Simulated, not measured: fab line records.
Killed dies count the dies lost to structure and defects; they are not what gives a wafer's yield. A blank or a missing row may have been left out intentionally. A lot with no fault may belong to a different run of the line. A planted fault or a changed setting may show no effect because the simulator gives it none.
Chamber matching + flow n5Finfet + N5_BEOL_M13_DESCUM_15 on rieDiel-03: 4 sister chambers
The step chemistry O2, time 7.9 s. 4 wafers are shown with their chamber, then 7 later ones without.

== WAFERS WITH THEIR CHAMBER ==
| wafer  | chamber | drypumpMotorCurrentA (A) |
|--------|---------|--------------------------|
| L150.3 | 0       | 6.5                      |
| L150.6 | 1       | 4.7                      |
| L156.1 | 2       | 5.2                      |
| L156.2 | 3       | 6.4                      |

== WAFERS WHOSE CHAMBER IS MISSING ==
| wafer  | drypumpMotorCurrentA (A) |
|--------|--------------------------|
| L156.3 | 4.7                      |
| L155.2 | 6.4                      |
| L155.4 | 4.7                      |
| L155.6 | 6.6                      |
| L161.3 | 6.6                      |
| L161.4 | 6.5                      |
| L161.5 | 6.6                      |

== WHICH CHAMBER EACH WENT THROUGH ==
| wafer  | from the rows above     | in truth |
|--------|-------------------------|----------|
| L156.3 | 1                       | 1        |
| L155.2 | can't be placed: 3 or 0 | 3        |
| L155.4 | 1                       | 1        |
| L155.6 | can't be placed: 0 or 3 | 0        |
| L161.3 | can't be placed: 0 or 3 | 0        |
| L161.4 | can't be placed: 0 or 3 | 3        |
| L161.5 | can't be placed: 0 or 3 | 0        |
Placed correctly: 2 of 7. Not placeable from these rows: 5 (in 5, the candidates include the true chamber). Placed wrongly: 0.
How it was worked out, from the rows above alone: a wafer's distance from a chamber is the root of the sum, over the readings, of the square of ((its reading less the chamber's mean) divided by the reading's scatter). If the next closest chamber is less than 2 further off than the closest, the wafer can't be placed; otherwise it belongs to the closest. For every chamber, the mean is computed from those of its wafers that are shown. The scatter (one wafer shown for each chamber): square how far every hidden wafer sits from the nearest shown wafer, average those squares and take the square root.
